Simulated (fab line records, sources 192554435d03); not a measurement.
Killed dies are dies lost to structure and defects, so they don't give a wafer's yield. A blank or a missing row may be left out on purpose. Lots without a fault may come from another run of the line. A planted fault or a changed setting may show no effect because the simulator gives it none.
Chamber matching | flow n5_finfet | N5_BEOL_M6_ETCH_62 on rie_diel-06: 4 sister chambers
The step etches SOC in N2/H2, target depth 110 nm, overetch 22 nm, time 165 s. 14 wafers are shown with their chamber, then 7 later ones without.

WAFERS WITH THEIR CHAMBER
wafer  | chamber | showerhead_plenum_p_Torr (Torr) | drypump_motor_current_A (A) | throttle_valve_pct (%)
L077.2 | 2       | 2.70                            | 5.5                         | 17.85
L077.4 | 1       | 2.46                            | 6.7                         | 17.98
L077.5 | 3       | 2.66                            | 5.1                         | 17.58
L079.2 | 3       | 2.66                            | 5.1                         | 17.61
L079.3 | 1       | 2.46                            | 6.6                         | 17.98
L079.5 | 0       | 2.71                            | 5.3                         | 17.74
L081.2 | 1       | 2.45                            | 6.7                         | 17.98
L081.3 | 2       | 2.70                            | 5.4                         | 17.86
L081.5 | 2       | 2.70                            | 5.4                         | 17.87
L082.1 | 1       | 2.45                            | 6.7                         | 18.01
L082.4 | 2       | 2.69                            | 5.4                         | 17.88
L082.6 | 1       | 2.45                            | 6.7                         | 18.00
L089.4 | 0       | 2.70                            | 5.3                         | 17.80
L089.5 | 3       | 2.65                            | 5.2                         | 17.62

SIGNATURES (means of the wafers above)
reading                  | chamber 0 | chamber 1 | chamber 2 | chamber 3 | scatter within a chamber
showerhead_plenum_p_Torr | 2.7050    | 2.4540    | 2.6975    | 2.6567    | 0.00558
drypump_motor_current_A  | 5.300     | 6.680     | 5.425     | 5.133     | 0.0471
throttle_valve_pct       | 17.7700   | 17.9900   | 17.8650   | 17.6033   | 0.0199
Rule: a wafer's distance from a chamber is the root of the sum, over the readings, of the square of ((its reading less the chamber's mean) divided by the reading's scatter). The wafer belongs to the nearest chamber; if the next one is less than 2 further off, it can't be placed. The scatter: the root of (the sum of the squares of (reading less its chamber's mean) over the shown wafers, divided by (wafers less chambers)).

WAFERS WITHOUT THEIR CHAMBER
wafer  | showerhead_plenum_p_Torr (Torr) | drypump_motor_current_A (A) | throttle_valve_pct (%)
L089.6 | 2.69                            | 5.4                         | 17.90
L091.1 | 2.65                            | 5.2                         | 17.64
L091.4 | 2.68                            | 5.4                         | 17.90
L091.5 | 2.68                            | 5.5                         | 17.92
L097.1 | 2.64                            | 5.1                         | 17.66
L097.3 | 2.44                            | 6.6                         | 18.06
L097.5 | 2.64                            | 5.1                         | 17.67

WHICH CHAMBER EACH WENT THROUGH
wafer  | from the rows above | in truth
L089.6 | 2                   | 2
L091.1 | 3                   | 3
L091.4 | 2                   | 2
L091.5 | 2                   | 2
L097.1 | 3                   | 3
L097.3 | 1                   | 1
L097.5 | 3                   | 3
Placed correctly: 7 of 7. Can't be placed from these rows: 0. Placed wrongly: 0.
